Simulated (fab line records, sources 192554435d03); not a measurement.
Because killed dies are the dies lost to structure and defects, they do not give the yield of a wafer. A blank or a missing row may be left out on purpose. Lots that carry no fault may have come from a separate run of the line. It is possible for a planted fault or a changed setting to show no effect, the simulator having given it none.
Chamber matching | flow n5-finfet | 4 sister chambers for N5_BEOL_M4_ETCH_64 on rie-diel-02
The step etches SOC in N2/H2, target depth 75 nm, overetch 22.5 nm, time 121.9 s. 4 wafers are shown with their chamber, then 11 later ones without.

== WAFERS PAIRED WITH THEIR CHAMBERS ==
wafer  | chamber | throttle-valve-pct (%)
L087.6 | 3       | 17.73
L088.2 | 0       | 17.78
L088.6 | 2       | 18.28
L090.1 | 1       | 17.73

== WAFERS WITHOUT THEIR CHAMBER ==
wafer  | throttle-valve-pct (%)
L090.2 | 17.75
L090.6 | 17.72
L091.1 | 18.29
L091.4 | 17.80
L091.6 | 17.80
L093.1 | 17.74
L093.3 | 17.74
L093.4 | 18.30
L097.1 | 17.83
L097.2 | 17.78
L097.4 | 18.32

== WHICH CHAMBER EACH ONE RAN IN ==
wafer  | from the rows above          | in truth
L090.2 | can't be placed: 1 or 3 or 0 | 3
L090.6 | can't be placed: 1 or 3      | 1
L091.1 | 2                            | 2
L091.4 | 0                            | 0
L091.6 | 0                            | 0
L093.1 | can't be placed: 1 or 3 or 0 | 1
L093.3 | can't be placed: 1 or 3 or 0 | 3
L093.4 | 2                            | 2
L097.1 | 0                            | 0
L097.2 | 0                            | 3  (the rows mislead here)
L097.4 | 2                            | 2
Correctly placed: 6 of 11. Cannot be placed on the basis of these rows: 4; the candidates contain the true chamber in 4. 1 placed wrongly.
How it was worked out, from the rows above alone: a wafer's distance from a chamber is the root of the sum, over the readings, of the square of ((its reading less the chamber's mean) divided by the reading's scatter). If the next closest chamber is less than 2 further off than the closest, the wafer can't be placed; otherwise it belongs to the closest. The mean given for a chamber averages the wafers shown for that chamber. The scatter: with one shown wafer a chamber, the root of the mean of the squares of how far each hidden wafer lies from its nearest shown one.
